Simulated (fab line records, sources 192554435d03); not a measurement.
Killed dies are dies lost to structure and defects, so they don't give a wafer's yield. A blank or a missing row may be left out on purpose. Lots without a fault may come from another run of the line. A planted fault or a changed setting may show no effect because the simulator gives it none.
A struck lot beside a sound one | flow n5_finfet | 22 steps out of a route of 1938
Sound: wafers L533.1, L533.3, L533.4. Struck: wafers L540.2, L540.6. (L540.3 of the same lot was not struck and is left out.) The cause comes at the end.
At each step with rows: each side's tool, then ch and its chambers, then its first start. Under that, the readings that differ: sound wafers | struck wafers | difference of the means | sigmas: that difference in standard deviations of wafers without a fault.
alike: readings whose means differ by less than 2 such deviations, and words and numbers that are the same on both sides. not compared: withheld readings, readings that some wafer has no value for, bounds like >300 that may hide the same value, and numbers for which the record gives no deviation and whose values overlap.
The two part at a step that has a row with sigmas, a row that says differs or no value, or rows on one side only. Numbers that don't overlap but have no deviation are shown without sigmas and don't part them. A reading that every wafer of one side lacks parts them only if that side has two wafers or more.

first, 3 steps without rows for these wafers: N5_BEOL_M4_ANNEAL_87 (time 240 s); N5_BEOL_M4_SPUTTER_88 (material Cu, target thk 4.5 nm, time 8.29 s); N5_BEOL_M4_ANNEAL_89 (time 240 s).
N5_BEOL_M4_SPUTTER_90: material Cu, target thk 4.5 nm, time 8.29 s.
  sound on pvd_sputter-03, day 9 09:18; struck on pvd_sputter-02, day 11 02:11
  alike: throttle_valve_pct
N5_BEOL_M4_ANNEAL_91: time 240 s.
  sound on pvd_sputter-03, day 9 09:23; struck on pvd_sputter-02, day 11 02:16
  alike: heater_power_w
then, 4 steps without rows for these wafers: N5_BEOL_M4_SPUTTER_92 (material Cu, target thk 4.5 nm, time 8.29 s); N5_BEOL_M4_ANNEAL_93 (time 240 s); N5_BEOL_M4_SPUTTER_94 (material Cu, target thk 4.5 nm, time 8.29 s); N5_BEOL_M4_ANNEAL_95 (time 240 s).
N5_BEOL_M4_SPUTTER_96: material Cu, target thk 4.5 nm, time 8.29 s.
  sound on pvd_sputter-03, day 9 09:58; struck on pvd_sputter-02, day 11 02:50
  alike: throttle_valve_pct
then, 2 steps without rows for these wafers: N5_BEOL_M4_ECD_50 (material Cu, target thk 300 nm); N5_BEOL_M4_ANNEAL_51 (time 90 s).
N5_BEOL_M4_CMP_52: polishes, stops on SiOC, t overpolish 6.8 s, target thk 40 nm.
  sound on cmp-03 ch 0,1,2, day 9 10:27; struck on cmp-01 ch 2, day 11 03:32
  reading                      | sound             | struck      | difference | sigmas
  barrier_field_endpoint_s (s) | 25.2 25.2 25.5    | 41.2 41.2   | +15.9      | +23
  overpolish_run_s (s)         | 6.802 6.805 6.801 | 0.041 0.052 | -6.756     | -99 or more
  time_to_endpoint_s (s)       | 69 63 62          | 80 80       | +15        | +4
  alike: motor_current_A, slurry_flow_ml_min
N5_BEOL_M4_THK_MEAS_53: measures by xrf.
  sound on film_metro-01, day 9 10:44; struck on film_metro-01, day 11 03:47
  reading     | sound          | struck      | difference | sigmas
  M4_THK (nm) | 41.5 42.1 40.3 | 145.9 150.7 | +107.0     | +51
then, 1 step without rows for these wafers: N5_BEOL_M4_PRE_CLEAN_60 (time 15 s).
N5_BEOL_M4_CO_CAP_55: material Co, precursor CCTBA/H2, target thk 2 nm, time 102.1 s.
  sound on cvd_co-02 ch 0,1,2, day 9 10:49; struck on cvd_co-01 ch 0,1, day 11 03:52
  alike: heater_power_w
then, 2 steps without rows for these wafers: N5_BEOL_M4_PRE_CLEAN_56 (time 15 s); N5_BEOL_M4_DEP_57 (deposits SiCN from 3MS/NH3, target thk 8 nm, time 14 s).
N5_BEOL_M4_INSPECT_59: inspects for defects (darkfield).
  sound on defect_inspect-01, day 9 11:02; struck on defect_inspect-01, day 11 04:04
  reading          | sound    | struck    | difference | sigmas
  raw_defect_count | 63 60 47 | 4787 4883 | +4778      | +99 or more
N5_BEOL_M4_RC_MEAS_101:
  the record has rows for the sound wafers here (prober-02 ch 0, day 9 11:04) and none for the struck ones
N5_BEOL_M5_ILD_DEP_00: deposits SiCOH lowk from DEMS/porogen, target thk 140.64 nm, time 25.9 s.
  the record has rows for the sound wafers here (pecvd-02 ch 0,1, day 9 12:01) and none for the struck ones
-- the record jumps here: 4 days lie between the struck wafers' starts before and after (it left off in module BEOL_M5 and takes up again in module PASSIVATION, whose first step shown is number 1936 of the route) --
N5_PASSIVATION_PROBE_49:
  sound on prober-01, day 14 03:11; struck on prober-02, day 15 12:05
  reading                  | sound          | struck    | difference | sigmas
  defect_limited_yield (%) | 91.2 90.4 91.6 | 0 0       | -91        | -65
  killed_at_M4_up          | 11 14 6        | 1071 1111 | +1081      | +99 or more
  killed_dies              | 104 113 99     | 1180 1180 | +1075      | +63
  killed_on_rim            | 9 13 17        | 152 152   | +139       | +36
  sort_n_pass              | 1076 1067 1081 | 0 0       | -1075      | -57
  sort_yield_pct (%)       | 91.2 90.4 91.6 | 0 0       | -91        | -57
  alike: killed_at_M0_to_M3, killed_at_contacts, killed_at_front_end, killed_at_other, killed_open, killed_short, sort_bin_4_leakage, sort_bin_5_function, sort_bin_6_memory

WHERE THEY PART
First at N5_BEOL_M4_CMP_52; last, within this record, at N5_PASSIVATION_PROBE_49.

WHY: what the simulator had put in
Process parameter drift: cmp-01, from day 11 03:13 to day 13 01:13, at N5_BEOL_M4_CMP_52. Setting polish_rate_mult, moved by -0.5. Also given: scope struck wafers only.
